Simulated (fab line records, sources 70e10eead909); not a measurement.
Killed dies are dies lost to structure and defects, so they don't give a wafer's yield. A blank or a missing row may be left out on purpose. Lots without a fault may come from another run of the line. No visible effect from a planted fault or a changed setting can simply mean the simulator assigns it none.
Chamber matching ; flow nandHarc ; NHARC_A_WL_FILL_ALD_02 on aldMetal-02 has 4 sister chambers
The step deposits TiN, target thk 2 nm, pulse time 3 s, ald cycles 100. 18 wafers are shown with their chamber, then 9 later ones without.

== WAFERS, EACH WITH ITS CHAMBER ==
wafer;chamber;heaterPowerOuterW (W);heaterPowerW (W);precursorPulseHeightRel
L457.3;1;799;1276;1.001
L457.4;1;803;1295;0.982
L457.6;2;726;1117;1.000
L459.1;1;794;1306;1.013
L459.3;2;707;1097;1.002
L459.4;2;722;1093;1.031
L462.2;2;735;1130;0.989
L462.3;0;637;1073;0.975
L462.4;2;735;1173;1.010
L463.1;0;627;1093;0.956
L463.5;2;755;1149;1.028
L463.6;1;784;1250;1.010
L465.1;0;659;1091;1.000
L465.3;2;723;1146;1.006
L465.5;3;643;1089;0.985
L469.1;0;635;1100;1.013
L469.2;1;777;1268;1.012
L469.4;3;629;1062;0.988

SIGNATURES, as means of the wafers listed above
reading;chamber 0;chamber 1;chamber 2;chamber 3;scatter within a chamber
heaterPowerOuterW;639.50;791.40;729.00;636.00;13.2
heaterPowerW;1089.25;1279.00;1129.29;1075.50;23.6
precursorPulseHeightRel;0.98600;1.00360;1.00943;0.98650;0.0169
Rule: distance of a wafer from a chamber = root of the sum over the readings of ((wafer's reading minus chamber's mean) / reading's scatter) squared. If the next closest chamber is less than 2 further off than the closest, the wafer can't be placed; otherwise it belongs to the closest. The scatter is the square root of a quotient: the sum, over the shown wafers, of each reading's squared deviation from its chamber's mean, divided by wafers minus chambers.

== WAFERS WITHOUT THEIR CHAMBER ==
wafer;heaterPowerOuterW (W);heaterPowerW (W);precursorPulseHeightRel
L468.2;792;1262;1.001
L468.5;759;1124;1.003
L468.6;636;1048;0.983
L470.1;640;1072;1.002
L470.2;628;1067;0.998
L470.4;730;1130;0.993
L472.1;727;1119;0.982
L472.3;642;1044;0.959
L472.5;736;1154;1.025

== WHICH CHAMBER EACH ONE RAN IN ==
wafer;from the rows above;in truth
L468.2;1;1
L468.5;2;2
L468.6;can't be placed: 3 or 0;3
L470.1;can't be placed: 3 or 0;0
L470.2;can't be placed: 3 or 0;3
L470.4;2;2
L472.1;2;2
L472.3;can't be placed: 3 or 0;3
L472.5;2;2
Placed correctly: 5 of 9. Can't be placed from these rows: 4 (the true chamber is among the candidates in 4). Number placed wrongly: 0.
